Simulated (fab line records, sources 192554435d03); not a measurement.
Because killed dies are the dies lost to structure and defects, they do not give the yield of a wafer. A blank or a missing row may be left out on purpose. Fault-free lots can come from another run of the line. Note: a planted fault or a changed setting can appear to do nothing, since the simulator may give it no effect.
A struck lot beside a sound one + flow n5_finfet + 15 out of 1938 route steps
Sound: the wafers L583.1, L583.2, L583.5. Struck: wafer L592.4 (L592.3, L592.5, from the same lot, were not struck and are left out); the cause is given at the end.
For every step that has rows: the tool of each side, followed by ch and its chambers, followed by its first start. Under that, the readings that differ: sound wafers + struck wafers + difference of the means + sigmas: that difference in standard deviations of wafers without a fault.
alike: readings with means less than 2 such deviations apart, plus words and numbers identical on both sides. not compared: withheld readings, readings lacking a value on some wafer, bounds such as >300 that could conceal the same value, and numbers that have no deviation in the record and whose values overlap.
A row with sigmas, a row that says differs or no value, or rows on one side alone: a step with any of these is where the two part. When numbers do not overlap yet have no deviation, they are printed without sigmas and do not part them. A reading missing from all wafers of one side parts the sides only when that side holds two or more wafers.

first, 1 step without rows for these wafers: N5_BEOL_M11_STRIP_77 (strips in N2/H2, time 10 s).
N5_BEOL_M11_OCD_MEAS_38:
  sound: ocd-01 at day 13 15:10; struck: ocd-02 at day 16 20:13
  alike: trench_depth_nm
then, 4 steps without rows for these wafers: N5_BEOL_M11_HM_STRIP_39 (strips TiN in peroxide tin strip, target depth 25 nm, time 158 s); N5_BEOL_M11_SRD_40 (time 30 s); N5_BEOL_M11_PRECLEAN_42 (cleans in residue remover, time 60 s); N5_BEOL_M11_SRD_43 (time 30 s).
N5_BEOL_M11_CD_MEAS_35: target cd 70 nm.
  sound: cd_sem-02 at day 13 15:19; struck: cd_sem-02 at day 16 20:22
  alike: cd_nm
N5_BEOL_M11_CURE_72: cures SiCOH lowk, time 120 s.
  sound on uv_cure-03 ch 0, day 13 15:22; struck on uv_cure-01 ch 0, day 16 20:55
  alike: lamp_power_pct, wafer_temp_C_max
N5_BEOL_M11_DEGAS_44: time 60 s.
  sound: pvd_sputter-03 at day 13 17:45; struck: pvd_sputter-01 at day 16 21:08
  alike: heater_power_w
N5_BEOL_M11_PRE_CLEAN_45: time 30 s.
  sound: pvd_sputter-03 at day 13 17:47; struck: pvd_sputter-01 at day 16 21:10
  alike: heater_power_w
N5_BEOL_M11_ALD_74: deposits TaN, target thk 2 nm, pulse time 2 s, purge time 3 s.
  sound on ald_metal-01 ch 1,3, day 13 17:55; struck on ald_metal-04 ch 2, day 16 21:14
  alike: heater_power_w, precursor_vessel_carrier_sccm
then, 1 step without rows for these wafers: N5_BEOL_M11_SURFACE_TREAT_76.
N5_BEOL_M11_CVD_75: deposits Co from CCTBA/H2, target thk 2 nm, time 138.9 s.
  sound on cvd_co-01 ch 0,2, day 13 18:48; struck on cvd_co-01 ch 2, day 16 21:57
| reading          | sound             | struck | difference | sigmas |
|------------------|-------------------|--------|------------|--------|
| run_length_s (s) | 162.4 162.1 161.8 | 159.8  | -2.3       | -5     |
N5_BEOL_M11_SPUTTER_48: material Cu, target thk 12 nm, time 2 s.
  sound: pvd_sputter-03 at day 13 18:56; struck: pvd_sputter-01 at day 16 22:04
  alike: bias_v, throttle_valve_pct
then, 1 step without rows for these wafers: N5_PASSIVATION_PROBE_49.

WHERE THEY PART
Only at N5_BEOL_M11_CVD_75, within this record. Later steps at which nothing parts them and some readings are alike: N5_BEOL_M11_SPUTTER_48.

WHY: what the simulator had put in
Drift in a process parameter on cvd_co-01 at N5_BEOL_M11_CVD_75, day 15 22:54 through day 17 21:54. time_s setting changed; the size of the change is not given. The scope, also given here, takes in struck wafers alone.
